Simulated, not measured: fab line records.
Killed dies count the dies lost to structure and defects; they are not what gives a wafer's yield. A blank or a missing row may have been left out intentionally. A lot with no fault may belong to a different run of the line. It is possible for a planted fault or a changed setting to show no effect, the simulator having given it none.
The tool behind it: which one? | flow n5_finfet | 33 wafers from 11 lots sampled at 4 of the route's 1938 steps

## WHAT EACH GAUGE READ, for each wafer
N5_BEOL_M11_INSPECT_58: inspects for defects (darkfield).
lot  | measured     | on                | raw_defect_count
L507 | day 10 08:53 | defect_inspect-01 | 59 57 44
L510 | day 11 11:20 | defect_inspect-01 | 84 71 42
L512 | day 11 17:11 | defect_inspect-02 | 58 48 51
L513 | day 11 22:25 | defect_inspect-01 | 54 47 37
L514 | day 12 20:02 | defect_inspect-02 | 70 71 67
L516 | day 13 13:53 | defect_inspect-02 | 79 60 94
L521 | day 14 18:37 | defect_inspect-02 | 81 87 68
L524 | day 15 08:56 | defect_inspect-01 | 63 73 73
L525 | day 15 12:57 | defect_inspect-02 | 91 62 76
L526 | day 15 19:05 | defect_inspect-02 | 75 89 52
L530 | day 17 16:11 | defect_inspect-01 | 141 73 63

## WHAT TOOL EACH LOT RAN ON (gives the tool, then ch and the chambers of the sampled wafers, and finally the start)
lot  | N5_BEOL_M11_TRENCH_ETCH_37                    | N5_BEOL_M11_PRE_CLEAN_45     | N5_BEOL_M11_SPUTTER_48
L507 | rie_diel-04 ch 0,3, day 10 07:00 or earlier   | pvd_sputter-02, day 10 07:00 | pvd_sputter-02, day 10 07:42
L510 | rie_diel-03 ch 1,2,3, day 11 09:01 or earlier | pvd_sputter-02, day 11 09:01 | pvd_sputter-03, day 11 09:59
L512 | rie_diel-05 ch 0,1, day 11 15:36 or earlier   | pvd_sputter-03, day 11 15:36 | pvd_sputter-01, day 11 16:10
L513 | rie_diel-03 ch 0,2,3, day 11 19:47 or earlier | pvd_sputter-03, day 11 19:47 | pvd_sputter-02, day 11 21:06
L514 | rie_diel-03 ch 0,1,3, day 12 17:32 or earlier | pvd_sputter-01, day 12 17:32 | pvd_sputter-02, day 12 19:01
L516 | rie_diel-03 ch 1,2,3, day 13 12:16 or earlier | pvd_sputter-02, day 13 12:16 | pvd_sputter-02, day 13 12:52
L521 | rie_diel-04 ch 0,1, day 14 15:16 or earlier   | pvd_sputter-03, day 14 15:16 | pvd_sputter-02, day 14 17:29
L524 | rie_diel-05 ch 0,2, day 15 07:16 or earlier   | pvd_sputter-03, day 15 07:16 | pvd_sputter-02, day 15 07:55
L525 | rie_diel-05 ch 0,1, day 15 10:48 or earlier   | pvd_sputter-03, day 15 10:48 | pvd_sputter-03, day 15 11:43
L526 | rie_diel-05 ch 1,2, day 15 16:59 or earlier   | pvd_sputter-01, day 15 16:59 | pvd_sputter-01, day 15 17:45
L530 | rie_diel-04 ch 2,3, day 17 14:10 or earlier   | pvd_sputter-02, day 17 14:10 | pvd_sputter-01, day 17 15:11
- N5_BEOL_M11_TRENCH_ETCH_37: etches SiCOH lowk in C4F6/O2, target depth 148.83 nm, time 48 s.
- N5_BEOL_M11_PRE_CLEAN_45: time 30 s.
- N5_BEOL_M11_SPUTTER_48: material Cu, target thk 12 nm, time 2 s.

## WHAT THE TOOLS THEMSELVES READ (means of the sampled wafers that have a number; where no wafer has one, the mark that the record gives instead)
N5_BEOL_M11_TRENCH_ETCH_37.
lot  | tool        | chamber_pressure_mTorr (mTorr) | drypump_motor_current_A (A) | oes_o_777_au (a.u.) | oes_product_au (a.u.) | rf_vpp_V (V) | showerhead_plenum_p_Torr (Torr) | throttle_valve_pct (%)
L507 | rie_diel-04 | 29.986                         | 5.8                         | 0.79                | 0.79                  | 666          | 2.94                            | 20.78
L510 | rie_diel-03 | 29.974                         | 5.7                         | 0.76                | 0.76                  | 666          | 2.80                            | 20.86
L512 | rie_diel-05 | 30.000                         | 5.4                         | 0.76                | 0.76                  | 663          | 2.89                            | 21.16
L513 | rie_diel-03 | 30.001                         | 5.8                         | 0.71                | 0.71                  | 666          | 2.81                            | 20.93
L514 | rie_diel-03 | 29.997                         | 6.0                         | 0.75                | 0.74                  | 668          | 2.79                            | 20.93
L516 | rie_diel-03 | 29.983                         | 5.7                         | 0.75                | 0.74                  | 667          | 2.80                            | 20.89
L521 | rie_diel-04 | 29.973                         | 5.9                         | 0.75                | 0.74                  | 667          | 2.87                            | 21.02
L524 | rie_diel-05 | 29.986                         | 5.5                         | 0.71                | 0.71                  | 668          | 2.89                            | 21.23
L525 | rie_diel-05 | 29.999                         | 5.6                         | 0.72                | 0.71                  | 662          | 2.91                            | 21.12
L526 | rie_diel-05 | 30.029                         | 5.8                         | 0.70                | 0.69                  | 665          | 2.92                            | 21.08
L530 | rie_diel-04 | 30.009                         | 6.5                         | 0.87                | 0.87                  | 662          | 2.80                            | 20.69

N5_BEOL_M11_PRE_CLEAN_45.
lot  | tool           | heater_power_w (W)
L507 | pvd_sputter-02 | 321
L510 | pvd_sputter-02 | 331
L512 | pvd_sputter-03 | 390
L513 | pvd_sputter-03 | 352
L514 | pvd_sputter-01 | 291
L516 | pvd_sputter-02 | 332
L521 | pvd_sputter-03 | 310
L524 | pvd_sputter-03 | 380
L525 | pvd_sputter-03 | 379
L526 | pvd_sputter-01 | 334
L530 | pvd_sputter-02 | 320

N5_BEOL_M11_SPUTTER_48.
lot  | tool           | cathode_dc_power_W (W) | substrate_temp_c (C) | throttle_valve_pct (%)
L507 | pvd_sputter-02 | 25999                  | -20.02               | 28.5
L510 | pvd_sputter-03 | 25997                  | -20.06               | 31.2
L512 | pvd_sputter-01 | 25998                  | -20.10               | 29.9
L513 | pvd_sputter-02 | 25997                  | -20.07               | 29.2
L514 | pvd_sputter-02 | 26000                  | -20.03               | 29.4
L516 | pvd_sputter-02 | 26002                  | -19.99               | 28.5
L521 | pvd_sputter-02 | 20576                  | -20.02               | 28.7
L524 | pvd_sputter-02 | 20576                  | -19.99               | 29.2
L525 | pvd_sputter-03 | 25998                  | -19.99               | 31.5
L526 | pvd_sputter-01 | 26001                  | -19.93               | 29.7
L530 | pvd_sputter-01 | 26003                  | -19.94               | 30.0

## THE ANSWER, worked out from the rows above alone
Rule: usual is defined by the lots themselves. The widest of any qualifying gaps counts: lots, ordered by their means at a reading, are off when they make up no more than a third of the lots, leave a main group of 4 or more, and stand apart from it by 3 or more times the standard deviation of that group's means. The tables above print the reading to a certain number of digits; a main group whose means all agree to those digits is not used. A lot without any number at a reading at which 4 lots or more have one is off too. All remaining lots with rows at the step are treated as sound. Order of review: gauges by route order, followed by the tools' own readings, for which a lot's mean as printed above is used. At the first step where some lot is off, the reading lying furthest off is the one used; lots without a number count as furthest.
Off, at N5_BEOL_M11_SPUTTER_48 on cathode_dc_power_W: L521, L524. The main group: mean 25999 W, standard deviation 2.1.
If a tool, at that step or one of the process steps before it, ran each lot that is off and ran no sound lot following the first of them, it fits. N5_BEOL_M11_TRENCH_ETCH_37: start missing for some lots; hours and lot order therefore follow N5_BEOL_M11_PRE_CLEAN_45. One candidate fits, namely pvd_sputter-02 at N5_BEOL_M11_SPUTTER_48. A fault onset in the window from L516 (day 13 12:52, its last sound lot) to L521 (day 14 17:29, its first lot off) fits.
The tool's own readings at N5_BEOL_M11_SPUTTER_48 bear it out: on the lots that are off they differ by more than 5 times the standard deviation of the sound lots' means. cathode_dc_power_W reads 20576 W there against 25999 W on the sound lots.

## WHAT THE SIMULATOR HAD INSERTED
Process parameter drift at N5_BEOL_M11_SPUTTER_48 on pvd_sputter-02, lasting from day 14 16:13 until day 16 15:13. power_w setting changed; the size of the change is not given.
Lots struck among those shown: L521, L524. Same finding as the rule above.
